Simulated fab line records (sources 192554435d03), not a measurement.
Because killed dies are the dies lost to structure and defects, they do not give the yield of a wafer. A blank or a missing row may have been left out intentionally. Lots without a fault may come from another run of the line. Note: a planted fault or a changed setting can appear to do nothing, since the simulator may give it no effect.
Split-lot study ; flow n5-finfet ; route with 1938 steps; 7 lots, 39 wafers read

## ABOUT THE SPLIT
At N5_PASSIVATION_ETCH_54 (etches SiO2 in CHF3/O2, target depth 880 nm, time 440 s), the setting target-depth-a was moved away from the recipe's 8800 angstrom on 12 of the 39 wafers read, by -50.9% to -26.3%. This setting was run at the recipe's value on the other wafers.

Reading taken at the split's own step.

## THE READING
etch.depth-nm (the simulator's own value, which no gauge read), in nm, at N5_PASSIVATION_ETCH_54 (etches SiO2 in CHF3/O2, target depth 880 nm, time 440 s). The file does not state a usual value for it. Average 882.6 nm, standard deviation 12 nm, over the 27 wafers here run with the recipe.

wafer;tool, chamber at the split;target-depth-a as run, angstrom;against the recipe;etch.depth-nm, nm;against lot-mates on the recipe
L077.1;rie-diel-06, 0;8800;recipe;869.9;-
L077.2;rie-diel-06, 3;6188;-29.7%;617.8;-246.2
L077.3;rie-diel-06, 1;8800;recipe;867.3;-
L077.4;rie-diel-06, 2;8800;recipe;854.7;-
L077.5;rie-diel-06, 2;6188;-29.7%;601.7;-262.3
L077.6;rie-diel-06, 3;6188;-29.7%;615.1;-248.9
L079.1;rie-diel-05, 1;8800;recipe;888.7;-
L079.2;rie-diel-05, 2;8800;recipe;896.9;-
L079.3;rie-diel-05, 3;8800;recipe;894.3;-
L079.4;rie-diel-05, 0;4321;-50.9%;434.9;-458.4
L079.5;rie-diel-05, 0;4321;-50.9%;433;-460.3
L079.6;rie-diel-05, 3;4321;-50.9%;438.6;-454.7
L081.3;rie-diel-01, 1;8800;recipe;896.9;-
L081.4;rie-diel-01, 3;8800;recipe;880.3;-
L081.5;rie-diel-01, 3;8800;recipe;892.2;-
L086.1;rie-diel-06, 1;8800;recipe;870.3;-
L086.2;rie-diel-06, 0;8800;recipe;886.3;-
L086.3;rie-diel-06, 3;5546;-37.0%;555.2;-321.9
L086.4;rie-diel-06, 3;5546;-37.0%;555;-322.1
L086.5;rie-diel-06, 0;5546;-37.0%;554.1;-323.0
L086.6;rie-diel-06, 1;8800;recipe;874.7;-
L087.1;rie-diel-05, 2;8800;recipe;904;-
L087.2;rie-diel-05, 0;8800;recipe;888.4;-
L087.3;rie-diel-05, 1;8800;recipe;899.8;-
L087.4;rie-diel-05, 3;8800;recipe;895.8;-
L087.5;rie-diel-05, 1;8800;recipe;891.6;-
L087.6;rie-diel-05, 0;8800;recipe;886.7;-
L088.1;rie-diel-06, 3;8800;recipe;880.4;-
L088.2;rie-diel-06, 1;8800;recipe;863.2;-
L088.3;rie-diel-06, 0;8800;recipe;878;-
L088.4;rie-diel-06, 2;8800;recipe;877.6;-
L088.5;rie-diel-06, 3;8800;recipe;873.3;-
L088.6;rie-diel-06, 0;8800;recipe;875;-
L095.1;rie-diel-05, 0;8800;recipe;874.2;-
L095.2;rie-diel-05, 1;8800;recipe;885;-
L095.3;rie-diel-05, 3;6487;-26.3%;653.8;-227.8
L095.4;rie-diel-05, 2;8800;recipe;885.5;-
L095.5;rie-diel-05, 0;6487;-26.3%;643.6;-238.0
L095.6;rie-diel-05, 1;6487;-26.3%;651;-230.6

THE FIT
A straight line over all 39 wafers: etch.depth-nm changes by +8.86 nm for each +1% of target-depth-a; r = +1.00; the points scatter about the line by 11 nm.
The same after taking each lot's own level away (the mean of its wafers on the recipe; 39 wafers): +8.84 nm for each +1%; r = +1.00; scatter 6.8 nm.
That fit puts the effect of the largest move of target-depth-a on the reading at 4.5e+02 nm.
Measured against the standard deviation above, the lots' own levels, which go from 863.97 to 894.38 nm, span 2.6 times it.
So the lot-to-lot level changes the slope little: the two slopes agree.
Check: for one of the wafers moved furthest among these (-50.9%), held out of the fit, the line's prediction against its lot-mates is -448 nm. Against them it came out at -458 nm.

## FURTHER SPLITS ON THESE WAFERS
Other splits were also applied to these wafers ahead of the reading. Each is held against what the fit with the lots' levels taken away leaves over:
other split on the same wafers;wafers away from the commonest value;r with etch.depth-nm (lot level and that fit taken away)
N5_BEOL_M11_TRENCH_ETCH_37 time-s;18;+0.07
N5_MIM_BOT_SPUTTER_00 time-s;18;+0.14

## THE WHOLE CHAIN: every reading that the file lists as answering this split, in the file's order
step;what it does;reading;change (the file's fit);r (the file's)
N5_PASSIVATION_ETCH_54;etches SiO2 in CHF3/O2, target depth 880 nm, time 440 s;PASSIVATION.feature-depth-nm (the simulator's own value, which no gauge read);+8.83 nm for each +1% of the setting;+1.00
N5_PASSIVATION_ETCH_54;etches SiO2 in CHF3/O2, target depth 880 nm, time 440 s;etch.depth-nm (the simulator's own value, which no gauge read);+8.83 nm for each +1% of the setting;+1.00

## FILE'S OWN FIT
etch.depth-nm changes by +8.83 nm for each +1% of target-depth-a, r = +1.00.
